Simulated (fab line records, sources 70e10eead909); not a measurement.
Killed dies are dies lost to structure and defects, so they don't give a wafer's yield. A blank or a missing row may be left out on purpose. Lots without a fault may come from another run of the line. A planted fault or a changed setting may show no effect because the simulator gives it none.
Chamber matching | flow nand_harc | NHARC_A_STAIRCASE_DEP_259 on pecvd-04: 3 sister chambers
The step deposits SiON, target thk 30 nm. 20 wafers are shown with their chamber, then 10 later ones without.

WAFERS WITH THEIR CHAMBER
wafer  | chamber | heater_power_w (W)
L074.3 | 1       | 681
L074.4 | 2       | 833
L074.5 | 2       | 856
L075.1 | 2       | 825
L075.2 | 1       | 703
L075.5 | 2       | 814
L078.3 | 1       | 786
L078.5 | 2       | 833
L078.6 | 1       | 765
L088.4 | 2       | 829
L088.5 | 1       | 772
L088.6 | 0       | 808
L089.1 | 0       | 851
L089.2 | 2       | 814
L089.4 | 1       | 680
L092.1 | 1       | 721
L092.2 | 0       | 871
L092.3 | 2       | 755
L091.1 | 1       | 681
L091.4 | 0       | 771

SIGNATURES (means of the wafers above)
reading        | chamber 0 | chamber 1 | chamber 2 | scatter within a chamber
heater_power_w | 825.25    | 723.62    | 819.88    | 39.1
Rule: a wafer's distance from a chamber is the root of the sum, over the readings, of the square of ((its reading less the chamber's mean) divided by the reading's scatter). The wafer belongs to the nearest chamber; if the next one is less than 2 further off, it can't be placed. The scatter: the root of (the sum of the squares of (reading less its chamber's mean) over the shown wafers, divided by (wafers less chambers)).

WAFERS WITHOUT THEIR CHAMBER
wafer  | heater_power_w (W)
L091.5 | 834
L094.3 | 849
L094.5 | 847
L094.6 | 849
L095.2 | 727
L095.4 | 787
L095.6 | 676
L097.1 | 822
L097.2 | 676
L097.6 | 828

WHICH CHAMBER EACH WENT THROUGH
wafer  | from the rows above          | in truth
L091.5 | can't be placed: 0 or 2      | 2
L094.3 | can't be placed: 0 or 2      | 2
L094.5 | can't be placed: 0 or 2      | 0
L094.6 | can't be placed: 0 or 2      | 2
L095.2 | 1                            | 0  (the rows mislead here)
L095.4 | can't be placed: 2 or 0 or 1 | 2
L095.6 | 1                            | 1
L097.1 | can't be placed: 2 or 0      | 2
L097.2 | 1                            | 1
L097.6 | can't be placed: 0 or 2      | 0
Placed correctly: 2 of 10. Can't be placed from these rows: 7 (the true chamber is among the candidates in 7). Placed wrongly: 1.
